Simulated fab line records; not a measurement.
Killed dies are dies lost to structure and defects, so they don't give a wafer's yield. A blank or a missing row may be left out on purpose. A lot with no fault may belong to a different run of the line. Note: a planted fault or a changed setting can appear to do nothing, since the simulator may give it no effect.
Problem report, 8D (eight disciplines) form, completed by code    flow n5-finfet    the parts of the form that need people (team, actions taken, sign-off) are left out

## 1. WHAT WENT WRONG
At N5_BEOL_M6_CD_MEAS_28, cd-nm averages 43.48 nm over 2 wafers from 2 lots, while fault-free wafers read 40.03 nm, standard deviation 0.23. Relative to the usual mean, that is a shift of +15 standard deviations.
The step: target cd 40 nm.
First observed at day 13 08:17: wafer L920.2, on cd-sem-03. The record holds 29 wafers of 10 lots with a number at this step. Rule for "out", or "out of limits": more than 4 standard deviations from the usual mean. The rest of the wafers with a number are treated as sound.

## 2. WHAT THIS IS AND IS NOT
question                     is                    is not
which readings at this step  cd-nm                 -
which lots                   L920, L922            L902, L903, L905, L907, L909, L911, L912, L913
which wafers of those lots   L920.2, L922.2        L920.4, L922.4, L922.6
read on which gauges         cd-sem-01, cd-sem-03  cd-sem-02
when                         from day 13 08:17     up to then (25 sound wafers); but 2 sound wafers of L922 came after

## 3. THE SUSPECTS, EACH WITH WHAT RULES IT OUT
Counting: a tool at a process step up to the reading stays a suspect if it ran every lot that is out. Sound lots after the first of them don't rule it out here, since some wafers of a struck lot are sound.
- ruled out: the gauge at N5_BEOL_M6_CD_MEAS_28. 2 gauges (cd-sem-01, cd-sem-03) read the wafers that are out.
- euv-scanner-02 at N5_BEOL_M6_EXPOSE_25 (exposes mask V5, target cd 40 nm): kept. Every lot that is out went through it, the first being L920 (day 13 08:10); the last sound lot it ran before that was L912 (day 11 04:25).
Left after counting: euv-scanner-02 at N5_BEOL_M6_EXPOSE_25.

## 4. THE CAUSE (what the simulator had put in)
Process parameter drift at N5_BEOL_M6_EXPOSE_25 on euv-scanner-02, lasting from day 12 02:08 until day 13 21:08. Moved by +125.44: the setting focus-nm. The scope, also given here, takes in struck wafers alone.
This tool alone remained once counting was done.

## 5. SEQUENCE OF EFFECTS, ordered by route
Each row: a reading where the mean over the struck wafers with a number is more than 3 standard deviations away from the usual. Scope: only readings with a usual standard deviation given in the record; hours: median across lots of the time from each lot's start at the first step in this table that gives one to its start at this step; sigmas: change in usual standard deviations.
hours  step                   reading  usual     on struck wafers  change  sigmas
0      N5_BEOL_M6_CD_MEAS_28  cd-nm    40.03 nm  43.48             +3.45   +15

## 6. HOW IT WOULD HAVE BEEN CAUGHT EARLIER
30 hours passed between the start of the fault at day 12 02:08 and the first reading out of limits at a measuring or inspecting step in this record, taken at day 13 08:17.
No tool reading at N5_BEOL_M6_EXPOSE_25 that has a usual standard deviation in the record was out on any struck wafer, so an alarm limit of 4 standard deviations on those readings would not have fired.
Lots out: 2; of these, L922 started N5_BEOL_M6_EXPOSE_25 on euv-scanner-02 after day 13 08:17. Putting the tool on hold at that point would have spared it.
